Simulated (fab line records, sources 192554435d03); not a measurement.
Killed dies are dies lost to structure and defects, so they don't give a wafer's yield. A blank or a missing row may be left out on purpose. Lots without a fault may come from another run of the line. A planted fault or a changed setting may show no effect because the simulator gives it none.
Chamber matching | flow n5_finfet | N5_BEOL_M12_ETCH_38 on rie_diel-02: 4 sister chambers
The step etches SiCN in CF4/N2, target depth 68.7 nm, time 73.4 s. 4 wafers are shown with their chamber, then 7 later ones without.

WAFERS WITH THEIR CHAMBER
wafer  | chamber | showerhead_plenum_p_Torr (Torr)
L078.6 | 0       | 2.120
L085.3 | 2       | 2.190
L084.1 | 1       | 2.190
L084.3 | 3       | 2.205

WAFERS WITHOUT THEIR CHAMBER
wafer  | showerhead_plenum_p_Torr (Torr)
L084.6 | 2.189
L088.2 | 2.186
L088.4 | 2.113
L088.6 | 2.186
L095.2 | 2.181
L095.5 | 2.182
L095.6 | 2.108

WHICH CHAMBER EACH WENT THROUGH
wafer  | from the rows above     | in truth
L084.6 | can't be placed: 1 or 2 | 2
L088.2 | can't be placed: 1 or 2 | 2
L088.4 | 0                       | 0
L088.6 | can't be placed: 1 or 2 | 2
L095.2 | can't be placed: 1 or 2 | 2
L095.5 | can't be placed: 1 or 2 | 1
L095.6 | 0                       | 0
Placed correctly: 2 of 7. Can't be placed from these rows: 5 (the true chamber is among the candidates in 5). Placed wrongly: 0.
How it was worked out, from the rows above alone: a wafer's distance from a chamber is the root of the sum, over the readings, of the square of ((its reading less the chamber's mean) divided by the reading's scatter). The wafer belongs to the nearest chamber; if the next one is less than 2 further off, it can't be placed. A chamber's mean is the mean of its shown wafers. The scatter: with one shown wafer a chamber, the root of the mean of the squares of how far each hidden wafer lies from its nearest shown one.
